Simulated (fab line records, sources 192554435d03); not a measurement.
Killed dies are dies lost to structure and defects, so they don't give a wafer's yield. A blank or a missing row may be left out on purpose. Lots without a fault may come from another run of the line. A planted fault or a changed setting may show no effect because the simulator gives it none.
Split-lot experiment | flow n5_finfet | 7 lots, 39 wafers read, on a route of 1938 steps

THE SPLIT
At N5_MOL_CONTACT_COAG_ETCHBACK_135 (etches SiO2 in CHF3, target depth 25 nm, time 16.7 s), the setting time_s was moved away from the recipe's 16.7 s on 9 of the 39 wafers read, by -22.2% to +19.1%. The other wafers ran this setting at the recipe's value.

The reading is taken at the split's own step.

THE READING
SOC_of_MOL_CONTACT_COAG_COAT_75.thk_nm (the simulator's own value, which no gauge read), in nm, at N5_MOL_CONTACT_COAG_ETCHBACK_135 (etches SiO2 in CHF3, target depth 25 nm, time 16.7 s). The file gives no usual value for it. The 30 wafers here that ran the recipe average 57.4 nm, standard deviation 0.2 nm.

wafer  | tool, chamber at the split | time_s as run, s | against the recipe | SOC_of_MOL_CONTACT_COAG_COAT_75.thk_nm, nm | against lot-mates on the recipe
L074.1 | rie_diel-01, 1,0           | 13               | -22.2%             | 58.2                                       | +0.7
L074.4 | rie_diel-01, 1,0           | 13               | -22.2%             | 58.2                                       | +0.7
L074.2 | rie_diel-01, 3,1           | 16.7             | recipe             | 57.6                                       | -
L074.5 | rie_diel-01, 3,1           | 16.7             | recipe             | 57.6                                       | -
L074.3 | rie_diel-01, 0             | 13               | -22.2%             | 58.4                                       | +0.9
L074.6 | rie_diel-01, 3             | 16.7             | recipe             | 57.4                                       | -
L075.1 | rie_diel-02, 1             | 19.89            | +19.1%             | 57                                         | -0.6
L075.2 | rie_diel-02, 2,3           | 19.89            | +19.1%             | 56.8                                       | -0.8
L075.6 | rie_diel-02, 2,3           | 19.89            | +19.1%             | 56.8                                       | -0.8
L075.3 | rie_diel-02, 3,0,0         | 16.7             | recipe             | 57.6                                       | -
L075.4 | rie_diel-02, 3,0,0         | 16.7             | recipe             | 57.6                                       | -
L075.5 | rie_diel-02, 3,0,0         | 16.7             | recipe             | 57.6                                       | -
L076.1 | rie_diel-02, 3,2           | 16.7             | recipe             | 57.6                                       | -
L076.6 | rie_diel-02, 3,2           | 16.7             | recipe             | 57.6                                       | -
L076.4 | rie_diel-02, 1             | 16.7             | recipe             | 57.4                                       | -
L078.1 | rie_diel-02, 0,3,2         | 16.7             | recipe             | 57                                         | -
L078.2 | rie_diel-02, 0,3,2         | 16.7             | recipe             | 57                                         | -
L078.3 | rie_diel-02, 0,3,2         | 16.7             | recipe             | 57                                         | -
L078.4 | rie_diel-02, 0,2,3         | 16.7             | recipe             | 57.2                                       | -
L078.5 | rie_diel-02, 0,2,3         | 16.7             | recipe             | 57.2                                       | -
L078.6 | rie_diel-02, 0,2,3         | 16.7             | recipe             | 57.2                                       | -
L090.1 | rie_diel-04, 3,2,0,1,1     | 16.7             | recipe             | 57.6                                       | -
L090.2 | rie_diel-04, 3,2,0,1,1     | 16.7             | recipe             | 57.6                                       | -
L090.3 | rie_diel-04, 3,2,0,1,1     | 16.7             | recipe             | 57.6                                       | -
L090.4 | rie_diel-04, 3,2,0,1,1     | 16.7             | recipe             | 57.6                                       | -
L090.6 | rie_diel-04, 3,2,0,1,1     | 16.7             | recipe             | 57.6                                       | -
L090.5 | rie_diel-04, 2             | 16.7             | recipe             | 57.4                                       | -
L094.1 | rie_diel-02, 3,1,2,0       | 16.7             | recipe             | 57.4                                       | -
L094.2 | rie_diel-02, 3,1,2,0       | 16.7             | recipe             | 57.4                                       | -
L094.3 | rie_diel-02, 3,1,2,0       | 16.7             | recipe             | 57.4                                       | -
L094.4 | rie_diel-02, 3,1,2,0       | 16.7             | recipe             | 57.4                                       | -
L094.5 | rie_diel-02, 0,1           | 16.7             | recipe             | 57.6                                       | -
L094.6 | rie_diel-02, 0,1           | 16.7             | recipe             | 57.6                                       | -
L096.1 | rie_diel-01, 1,0           | 15.15            | -9.3%              | 57.4                                       | +0.1
L096.3 | rie_diel-01, 1,0           | 15.15            | -9.3%              | 57.4                                       | +0.1
L096.2 | rie_diel-01, 2             | 16.7             | recipe             | 57.4                                       | -
L096.5 | rie_diel-01, 2             | 16.7             | recipe             | 57.4                                       | -
L096.4 | rie_diel-01, 3             | 15.15            | -9.3%              | 57.6                                       | +0.3
L096.6 | rie_diel-01, 3             | 16.7             | recipe             | 57.2                                       | -
Where a row lists several chambers, the file gives one row for several wafers and doesn't say which wafer went through which chamber.

THE FIT
A straight line over all 39 wafers: SOC_of_MOL_CONTACT_COAG_COAT_75.thk_nm changes by -0.0316 nm for each +1% of time_s; r = -0.80; the points scatter about the line by 0.2 nm.
The same after taking each lot's own level away (the mean of its wafers on the recipe; 39 wafers): -0.0337 nm for each +1%; r = -0.94; scatter 0.11 nm.
On that fit, the largest move of time_s shifts the reading by 0.75 nm.
The lots' own levels span 57.10 to 57.60 nm, that is 2.5 times the standard deviation above.
So the lot-to-lot level changes the slope little: the two slopes agree.
Check: with one of the wafers moved furthest among these (-22.2%) left out of the fit, the line predicts +0.739 nm for it against its lot-mates. It came out at +0.667 nm against them.

OTHER SPLITS ON THESE WAFERS
These wafers also went through other splits before the reading. Each is held against what the fit with the lots' levels taken away leaves over:
other split on the same wafers     | wafers away from the commonest value | r with SOC_of_MOL_CONTACT_COAG_COAT_75.thk_nm (lot level and that fit taken away)
N5_DUMMY_GATE_CVD_03 temp_c        | 24                                   | -0.17
N5_DUMMY_GATE_ETCH_37 source_w     | 18                                   | +0.11
N5_DUMMY_GATE_ETCH_32 time_s       | 15                                   | -0.30
N5_SD_EPI_N_ETCH_16 target_depth_a | 12                                   | +0.06

THE FILE'S OWN FIT
SOC_of_MOL_CONTACT_COAG_COAT_75.thk_nm changes by -0.0334 nm for each +1% of time_s, r = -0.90.
